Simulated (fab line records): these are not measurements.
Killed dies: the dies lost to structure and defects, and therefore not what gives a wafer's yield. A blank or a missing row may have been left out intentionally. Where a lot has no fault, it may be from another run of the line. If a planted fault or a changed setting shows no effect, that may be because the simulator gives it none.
fab line records | flow n5-finfet
record lots=12 | wafers=33 | last-day=18
route steps=1938 shown BEOL_M11@1586 BEOL_M12@1609 PASSIVATION@1936
lots with no fault: from the same line, run without faults
start-h: the number of hours between the record's first day and the start of the first shown wafer of the lot | wait-h: hours elapsed since this lot's preceding step | " same as the row above | L1.1+2: a row that stands for several wafers | - no value, or no start given | * or withheld: withheld | < > ~ a bound
route shown NAME@n: NAME is a module with steps in the file, n the number in the route of the first one | usual: mean and standard deviation over wafers with no fault | same: alike in all rows | chamber/n: place in a boat | sites: each site's reading | _std_site: standard deviation across them | _edge_site: the outer-site mean with the inner-site mean subtracted | radius-mm: for every site, how far away it sits from the centre of the wafer | mask NAME#n: copy n | behind: the most recent tool/chamber to have shaped the wafer | hold: reason for holding the lot/hours on hold/outcome of the hold | device: names the non-switching transistor (n, p or np) | end of line: at the end of the route, the tests of the same wafers | a step given without rows: its recipe and nothing more | killed: dies lost to structure and defects at the first sort, not the wafer's yield | map: a wafer's dies, marking killed ones x, the rest . and places with no die _
set.NAME: the setting the step ran with; set.NAME@STEP: the setting that earlier step ran with | model.NAME: the simulator's own value behind a step, which no gauge read
a sample of lots followed through the steps of the route, with each step as a table and each wafer as a row
services: the hour from which a tool's chamber was out of use, counted from the record's first day as start-h (under 0 if before that day), plus the number of hours and why
## steps
# step N5_BEOL_M11_CD_MEAS_35
# recipe target-cd-nm=70 | polarity=opening
# usual cd-nm=70.2/0.62
lot.wafer | tool      | chamber | start-h | wait-h | cd-nm
L342.4    | cd-sem-01 | -       | 232.61  | 0.0    | 69.7
L342.5    | "         | -       | "       | "      | 69.0
L342.6    | "         | -       | "       | "      | 69.9
L345.1    | cd-sem-01 | -       | 244.19  | 0.0    | 70.3
L345.2    | "         | -       | "       | "      | 69.8
L345.5    | "         | -       | "       | "      | 70.0
L344.2    | cd-sem-03 | -       | 246.37  | 0.0    | 69.5
L344.3    | "         | -       | "       | "      | 70.0
L344.5    | "         | -       | "       | "      | 70.1
L346.2    | cd-sem-01 | -       | 277.64  | 0.0    | 70.2
L346.6    | "         | -       | "       | "      | 70.5
L350.1    | cd-sem-02 | -       | 281.84  | 0.0    | 70.1
L350.3    | "         | -       | "       | "      | 69.7
L350.5    | "         | -       | "       | "      | 69.1
L353.1    | cd-sem-02 | -       | 299.30  | 0.0    | 70.4
L353.2    | "         | -       | "       | "      | 70.0
L353.6    | "         | -       | "       | "      | 69.5
L351.1    | cd-sem-01 | -       | 302.23  | 0.0    | 71.1
L351.3    | "         | -       | "       | "      | 70.2
L351.4    | "         | -       | "       | "      | 71.1
L357.2    | cd-sem-01 | -       | 322.70  | 0.0    | 70.0
L357.5    | "         | -       | "       | "      | 70.0
L360.1    | cd-sem-03 | -       | 350.25  | 0.0    | 72.2
L360.2    | "         | -       | "       | "      | 71.5
L360.3    | "         | -       | "       | "      | 70.6
L361.2    | cd-sem-02 | -       | 356.60  | 0.0    | 69.9
L361.4    | "         | -       | "       | "      | 69.6
L363.2    | cd-sem-03 | -       | 381.05  | 0.0    | 69.4
L363.3    | "         | -       | "       | "      | 69.4
L363.4    | "         | -       | "       | "      | 69.4
L364.1    | cd-sem-02 | -       | 381.37  | 0.0    | 70.2
L364.2    | "         | -       | "       | "      | 70.6
L364.4    | "         | -       | "       | "      | 69.6
# step N5_BEOL_M11_PRE_CLEAN_45
# recipe gas=H2/He | time-s=30 | temp-c=250
# usual heater-power-w=341/36
lot.wafer | tool           | chamber | start-h | wait-h | heater-power-w
L342.4    | pvd-sputter-01 | -       | 233.18  | 0.0    | 374
L342.5    | "              | -       | "       | "      | 336
L342.6    | "              | -       | "       | "      | 311
L345.1    | pvd-sputter-02 | -       | 244.77  | 0.0    | 275
L345.2    | "              | -       | "       | "      | 315
L345.5    | "              | -       | "       | "      | 275
L344.2    | pvd-sputter-02 | -       | 248.75  | 0.0    | 315
L344.3    | "              | -       | "       | "      | 372
L344.5    | "              | -       | "       | "      | 424
L346.2    | pvd-sputter-01 | -       | 278.21  | 0.0    | 339
L346.6    | "              | -       | "       | "      | 330
L350.1    | pvd-sputter-01 | -       | 283.18  | 0.0    | 353
L350.3    | "              | -       | "       | "      | 319
L350.5    | "              | -       | "       | "      | 373
L353.1    | pvd-sputter-02 | -       | 300.31  | 0.0    | 319
L353.2    | "              | -       | "       | "      | 422
L353.6    | "              | -       | "       | "      | 320
L351.1    | pvd-sputter-01 | -       | 302.94  | 0.0    | 359
L351.3    | "              | -       | "       | "      | 325
L351.4    | "              | -       | "       | "      | 375
L357.2    | pvd-sputter-03 | -       | 323.64  | 0.0    | 294
L357.5    | "              | -       | "       | "      | 305
L360.1    | pvd-sputter-02 | -       | 350.98  | 0.0    | 421
L360.2    | "              | -       | "       | "      | 314
L360.3    | "              | -       | "       | "      | 277
L361.2    | pvd-sputter-03 | -       | 358.64  | 0.0    | 359
L361.4    | "              | -       | "       | "      | 353
L363.2    | pvd-sputter-01 | -       | 382.10  | 0.0    | 354
L363.3    | "              | -       | "       | "      | 341
L363.4    | "              | -       | "       | "      | 326
L364.1    | pvd-sputter-01 | -       | 382.48  | 0.0    | 376
L364.2    | "              | -       | "       | "      | 324
L364.4    | "              | -       | "       | "      | 337
# step N5_BEOL_M11_SPUTTER_48
# recipe material=Cu | target-thk-a=120 | temp-c=-20 | bias-v=60 | power-w=26000 | chamber-pressure-pa=0.13 | time-s=2
# usual bias-v=60.0/0.58 | cathode-dc-power-W=26000/4.8 | throttle-valve-pct=29.7/1.2
lot.wafer | tool           | chamber | start-h | wait-h | bias-v | cathode-dc-power-W | throttle-valve-pct
L342.4    | pvd-sputter-01 | -       | 233.94  | 0.1    | 59.8   | 26001              | 28.3
L342.5    | "              | -       | "       | "      | 59.9   | 26003              | 28.3
L342.6    | "              | -       | "       | "      | 59.5   | 26007              | 29.9
L345.1    | pvd-sputter-01 | -       | 245.43  | 0.1    | 61.2   | 26002              | 29.6
L345.2    | "              | -       | "       | "      | 60.2   | 26004              | 28.4
L345.5    | "              | -       | "       | "      | 60.9   | 26010              | 28.3
L344.2    | pvd-sputter-02 | -       | 249.51  | 0.1    | 60.1   | 25999              | 31.1
L344.3    | "              | -       | "       | "      | 59.3   | 25995              | 30.9
L344.5    | "              | -       | "       | "      | 61.0   | 26007              | 31.3
L346.2    | pvd-sputter-02 | -       | 278.73  | 0.1    | 60.2   | 26004              | 31.1
L346.6    | "              | -       | "       | "      | 59.7   | 26005              | 31.2
L350.1    | pvd-sputter-01 | -       | 284.06  | 0.2    | 58.9   | 25996              | 28.5
L350.3    | "              | -       | "       | "      | 59.5   | 26007              | 28.0
L350.5    | "              | -       | "       | "      | 59.9   | 25997              | 30.0
L353.1    | pvd-sputter-03 | -       | 302.33  | 0.1    | 59.3   | 25999              | 30.1
L353.2    | "              | -       | "       | "      | 59.9   | 25997              | 30.3
L353.6    | "              | -       | "       | "      | 60.9   | 25999              | 27.9
L351.1    | pvd-sputter-02 | -       | 305.37  | 1.9    | 59.2   | 26000              | 28.1
L351.3    | "              | -       | "       | "      | 59.9   | 25999              | 31.0
L351.4    | "              | -       | "       | "      | 59.7   | 26001              | 31.2
L357.2    | pvd-sputter-03 | -       | 324.34  | 0.1    | 59.1   | 26003              | 30.8
L357.5    | "              | -       | "       | "      | 60.5   | 25998              | 30.6
L360.1    | pvd-sputter-03 | -       | 351.86  | 0.1    | 60.1   | 25994              | 30.4
L360.2    | "              | -       | "       | "      | 60.3   | 26002              | 31.2
L360.3    | "              | -       | "       | "      | 60.5   | 25994              | 30.3
L361.2    | pvd-sputter-02 | -       | 359.78  | 0.1    | 61.3   | 26005              | 28.1
L361.4    | "              | -       | "       | "      | 61.0   | 25993              | 28.9
L363.2    | pvd-sputter-02 | -       | 382.89  | 0.1    | 61.2   | 26010              | 28.7
L363.3    | "              | -       | "       | "      | 59.8   | 26006              | 31.0
L363.4    | "              | -       | "       | "      | 59.5   | 26005              | 28.0
L364.1    | pvd-sputter-02 | -       | 383.21  | 0.1    | 60.6   | 25991              | 28.0
L364.2    | "              | -       | "       | "      | 59.4   | 25997              | 29.1
L364.4    | "              | -       | "       | "      | 60.4   | 25995              | 30.8
# step N5_BEOL_M12_PEB_08
# recipe peb-temp-c=130 | peb-time-s=90
# usual heater-power-total-W=172.5/0.68
lot.wafer | tool           | chamber | start-h | wait-h | heater-power-total-W
L342.4    | litho-track-03 | 0       | 235.32  | 0.0    | 173.3
L342.5    | "              | 0       | "       | "      | 173.3
L342.6    | "              | 0       | "       | "      | 172.6
L345.1    | litho-track-02 | 0       | 247.36  | 0.1    | 173.2
L345.2    | "              | 0       | "       | "      | 173.0
L345.5    | "              | 0       | "       | "      | 172.2
L344.2    | litho-track-03 | 0       | 250.96  | 0.0    | 172.7
L344.3    | "              | 0       | "       | "      | 172.6
L344.5    | "              | 0       | "       | "      | 170.8
L346.2    | litho-track-05 | 0       | 280.18  | 0.0    | 173.0
L346.6    | "              | 0       | "       | "      | 172.3
L350.1    | litho-track-05 | 0       | 285.39  | 0.1    | 172.4
L350.3    | "              | 0       | "       | "      | 173.2
L350.5    | "              | 0       | "       | "      | 172.4
L353.1    | litho-track-02 | 0       | 303.85  | 0.1    | 172.0
L353.2    | "              | 0       | "       | "      | 172.4
L353.6    | "              | 0       | "       | "      | 172.3
L351.1    | litho-track-03 | 0       | 306.75  | 0.1    | 172.7
L351.3    | "              | 0       | "       | "      | 173.5
L351.4    | "              | 0       | "       | "      | 171.9
L357.2    | litho-track-02 | 0       | 325.67  | 0.0    | 223.4
L357.5    | "              | 0       | "       | "      | 172.6
L360.1    | litho-track-05 | 0       | 353.69  | 0.1    | 173.9
L360.2    | "              | 0       | "       | "      | 172.4
L360.3    | "              | 0       | "       | "      | 173.4
L361.2    | litho-track-02 | 0       | 361.55  | 0.0    | 225.1
L361.4    | "              | 0       | "       | "      | 172.2
L363.2    | litho-track-03 | 0       | 384.40  | 0.0    | 172.7
L363.3    | "              | 0       | "       | "      | 172.7
L363.4    | "              | 0       | "       | "      | 172.5
L364.1    | litho-track-05 | 0       | 384.55  | 0.1    | 172.8
L364.2    | "              | 0       | "       | "      | 172.8
L364.4    | "              | 0       | "       | "      | 173.0
# step N5_BEOL_M12_CD_MEAS_10
# recipe target-cd-nm=140 | landing-energy-ev=500 | detector=se-inlens | polarity=opening
# usual cd-nm=140.1/2.5
lot.wafer | tool      | chamber | start-h | wait-h | cd-nm
L342.4    | cd-sem-01 | 0       | 235.43  | -      | 143.1
L342.5    | "         | 0       | "       | "      | 141.6
L342.6    | "         | 0       | "       | "      | 143.6
L345.1    | cd-sem-02 | 0       | 247.48  | -      | 140.0
L345.2    | "         | 0       | "       | "      | 141.8
L345.5    | "         | 0       | "       | "      | 141.9
L344.2    | cd-sem-01 | 0       | 251.08  | -      | 140.1
L344.3    | "         | 0       | "       | "      | 143.8
L344.5    | "         | 0       | "       | "      | 140.2
L346.2    | cd-sem-02 | 0       | 280.30  | -      | 137.8
L346.6    | "         | 0       | "       | "      | 135.9
L350.1    | cd-sem-03 | 0       | 285.50  | -      | 138.3
L350.3    | "         | 0       | "       | "      | 137.0
L350.5    | "         | 0       | "       | "      | 137.8
L353.1    | cd-sem-02 | 0       | 303.97  | -      | 143.6
L353.2    | "         | 0       | "       | "      | 142.0
L353.6    | "         | 0       | "       | "      | 141.1
L351.1    | cd-sem-02 | 0       | 306.87  | -      | 138.3
L351.3    | "         | 0       | "       | "      | 143.0
L351.4    | "         | 0       | "       | "      | 138.5
L357.2    | cd-sem-03 | 0       | 325.78  | -      | 129.6
L357.5    | "         | 0       | "       | "      | 145.2
L360.1    | cd-sem-02 | 0       | 353.81  | -      | 139.0
L360.2    | "         | 0       | "       | "      | 138.1
L360.3    | "         | 0       | "       | "      | 139.9
L361.2    | cd-sem-02 | 0       | 361.66  | -      | 125.2
L361.4    | "         | 0       | "       | "      | 140.3
L363.2    | cd-sem-03 | 0       | 384.52  | -      | 141.5
L363.3    | "         | 0       | "       | "      | 138.6
L363.4    | "         | 0       | "       | "      | 137.9
L364.1    | cd-sem-01 | 0       | 384.66  | -      | 135.0
L364.2    | "         | 0       | "       | "      | 135.3
L364.4    | "         | 0       | "       | "      | 140.2
# step N5_PASSIVATION_PROBE_49
# usual defect-limited-yield=91.0/1.5 | killed_at_M0_to_M3=33/9.4 | killed_at_M4_up=14/4.8 | killed-at-contacts=13/7.3 | killed-at-front-end=43/13 | killed-at-other=3.6/2.9 | killed-dies=106/18 | killed-open=69/13 | killed-short=35/8.2 | sort_bin_5_function=5.3/1 | sort_bin_6_memory=3.3/0.68 | sort-n-pass=1074/18 | sort-yield-pct=91.0/1.5
# same gross-dies=1180 | killed-at-back-side=0 | sort_bin_4_leakage[%]=0 | sort_bin_8_speed[%]=0
lot.wafer | tool      | chamber | start-h | wait-h | defect-limited-yield[%] | killed_at_M0_to_M3 | killed_at_M4_up | killed-at-contacts | killed-at-front-end | killed-at-other | killed-dies | killed-open | killed-short | sort_bin_5_function[%] | sort_bin_6_memory[%] | sort-n-pass | sort-yield-pct[%]
L353.1    | prober-02 | -       | 345.08  | 0.0    | 90.8                    | 40                 | 20              | 13                 | 31                  | 5               | 109         | 66          | 42           | 5.1                    | 3.9                  | 1071        | 90.8
L353.6    | prober-02 | -       | 345.33  | 0.3    | 91.9                    | 33                 | 13              | 8                  | 41                  | 1               | 96          | 59          | 36           | 4.6                    | 3.3                  | 1084        | 91.9
L357.2    | prober-01 | -       | 360.96  | 0.1    | 92.1                    | 36                 | 12              | 4                  | 39                  | 2               | 93          | 55          | 31           | 4.0                    | 3.2                  | 1087        | 92.1
L361.2    | prober-01 | -       | 400.40  | 0.1    | 92.3                    | 24                 | 26              | 20                 | 21                  | 0               | 91          | 53          | 21           | 5.1                    | 2.0                  | 1089        | 92.3
L361.4    | prober-01 | -       | 400.50  | 0.2    | 90.9                    | 23                 | 20              | 21                 | 38                  | 5               | 107         | 70          | 37           | 5.1                    | 3.6                  | 1073        | 90.9
# killed by level:class
L353.1 BEOL_M0_SAQP:geometric-particle:short=11 MOL_CONTACT_COAG:geometric-particle:open=10 BEOL_M2:geometric-particle:open=9 FIN_SAQP:geometric-particle:short=7 STI_FIN_REVEAL:geometric-particle:open=7 FIN_SAQP:geometric-particle:open=6 BEOL_M6:geometric-particle:open=5 BEOL_M1:geometric-particle:open=4
L353.6 FIN_SAQP:geometric-particle:open=9 BEOL_M0_SAQP:geometric-particle:open=9 MOL_CONTACT_COAG:geometric-particle:open=6 FIN_SAQP:geometric-particle:short=5 BEOL_M1:geometric-particle:open=5 BEOL_M2:geometric-particle:open=5 BEOL_M5:geometric-particle:short=5 STI_FIN_REVEAL:geometric-particle:open=4
L357.2 STI_FIN_REVEAL:geometric-particle:open=12 BEOL_M3:geometric-particle:open=12 BEOL_M1:geometric-particle:open=7 BEOL_M0_SAQP:geometric-particle:short=6 HKMG_FIN:area-etch=6 GATE_CUT:geometric-particle:short=4 BEOL_M0_SAQP:geometric-particle:open=3 BEOL_M1:geometric-particle:short=3
L361.2 MOL_CONTACT_COAG:geometric-particle:open=17 BEOL_M2:geometric-particle:open=10 BEOL_M12:area-peb=10 BEOL_M4:geometric-particle:short=6 HKMG_FIN:area-etch=6 FIN_SAQP:geometric-particle:open=4 BEOL_M3:geometric-particle:open=4 MOL_CONTACT_COAG:geometric-particle:short=3
L361.4 MOL_CONTACT_COAG:geometric-particle:open=17 FIN_SAQP:geometric-particle:open=12 FIN_SAQP:geometric-particle:short=9 BEOL_M4:geometric-particle:open=9 BEOL_M3:geometric-particle:open=6 BEOL_M0_SAQP:geometric-particle:short=5 MOL_CONTACT_COAG:geometric-particle:short=4 BEOL_M0_SAQP:geometric-particle:open=4
## services
tool           | chamber | start-h | hours | kind
pvd-sputter-02 | -       | 288.76  | 8.9   | repair
pvd-sputter-01 | -       | 326.48  | 1.0   | repair
pvd-sputter-01 | -       | 367.91  | 3.0   | repair
## key
first-sign step=N5_BEOL_M12_PEB_08 | reading=heater-power-total-W | direction=up | sigmas=76 | usual=* | struck=*
effect step=N5_BEOL_M12_CD_MEAS_10 | reading=cd-nm | direction=down | sigmas=5 | usual=140.1 | struck=127.4
met-at N5_BEOL_M12_PEB_08
struck-lots L357,L361
struck-wafers L357.2,L361.2
not-acting-at N5_BEOL_M11_CD_MEAS_35,N5_BEOL_M11_PRE_CLEAN_45,N5_BEOL_M11_SPUTTER_48
onset-between 303.85 325.67
fault kind=process-parameter-drift | tool=litho-track-02 | chamber=- | onset-h=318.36 | steps=N5_BEOL_M12_PEB_08 | channel=peb-time-s | offset=* | shape=step | end-h=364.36 | scope=struck-wafers-only | acts-in=* | stated=*
